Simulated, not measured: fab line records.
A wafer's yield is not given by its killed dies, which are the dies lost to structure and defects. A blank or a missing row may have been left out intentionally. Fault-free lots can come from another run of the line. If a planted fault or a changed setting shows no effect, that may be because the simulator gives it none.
Code-filled problem report in 8D (eight disciplines) form | flow nand_harc | the parts of the form that need people (team, actions taken, sign-off) are left out

1. WHAT IS WRONG
Mean of heater_power_total_W at NHARC_A_SGD_CUT_SOFTBAKE_04: 181.17 W across 6 wafers in 2 lots; on wafers with no fault it is 188.46 W (standard deviation 0.13). That is -56 standard deviations from the usual mean.
The step: time 55 s.
Earliest sighting: wafer L397.3 on litho_track-06 at day 18 12:00. The record has a number at this step for 39 wafers belonging to 13 lots. Rule for "out" (also "out of limits"): further than 4 standard deviations from the usual mean. All remaining wafers that have a number are taken as sound.

2. WHAT IT IS; WHAT IT IS NOT
question                    | is                     | is not
which readings at this step | heater_power_total_W   | -
which lots                  | L397, L399             | L379, L380, L381, L382, L383, L385, L387, L388, L389, L392, L402
which wafers of those lots  | all that have a number | -
read on which tools         | litho_track-06         | litho_track-01, litho_track-04
when                        | from day 18 12:00      | up to then (30 sound wafers); but 3 sound wafers of L402 came after

3. WHAT RULES OUT EACH SUSPECT
Counting: a tool at a process step up to the reading stays a suspect if it ran every lot that is out and no sound lot after the first of them.
- litho_track-06 at NHARC_A_SGD_CUT_SOFTBAKE_04 (time 55 s): kept. It processed each lot that is out, first L397 at day 18 12:00, and no sound lot thereafter; up to then, the last sound lot it processed was L389 at day 15 23:00. Out on those wafers are its own readings of heater_power_total_W.
Left after counting: litho_track-06 at NHARC_A_SGD_CUT_SOFTBAKE_04.

4. THE CAUSE (what the simulator had put in)
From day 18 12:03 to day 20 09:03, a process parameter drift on litho_track-06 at NHARC_A_SGD_CUT_SOFTBAKE_04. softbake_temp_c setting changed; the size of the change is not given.
Only this tool survived the counting.

5. SEQUENCE OF EFFECTS, ordered by route
Rows list readings where the struck wafers' mean (over those with a number) sits beyond 3 standard deviations from the usual. Only readings whose record carries a usual standard deviation are examined. hours: median over the lots of the time between each lot's start at the first step of this table that gives one and its start at this step. sigmas: the change, counted in usual standard deviations.
hours | step                        | reading              | usual    | on struck wafers | change | sigmas
0     | NHARC_A_SGD_CUT_SOFTBAKE_04 | heater_power_total_W | 188.46 W | 181.17           | -7.29  | -56
Here are the process steps it includes:
- NHARC_A_SGD_CUT_SOFTBAKE_04: time 55 s.
Later measuring or inspecting steps at which every struck wafer that the step has a row for has a number for every such reading, and none has moved that far: NHARC_END_SORT_01.

6. HOW IT WOULD HAVE BEEN CAUGHT EARLIER
In this record the first reading out of limits was taken at day 18 12:00.
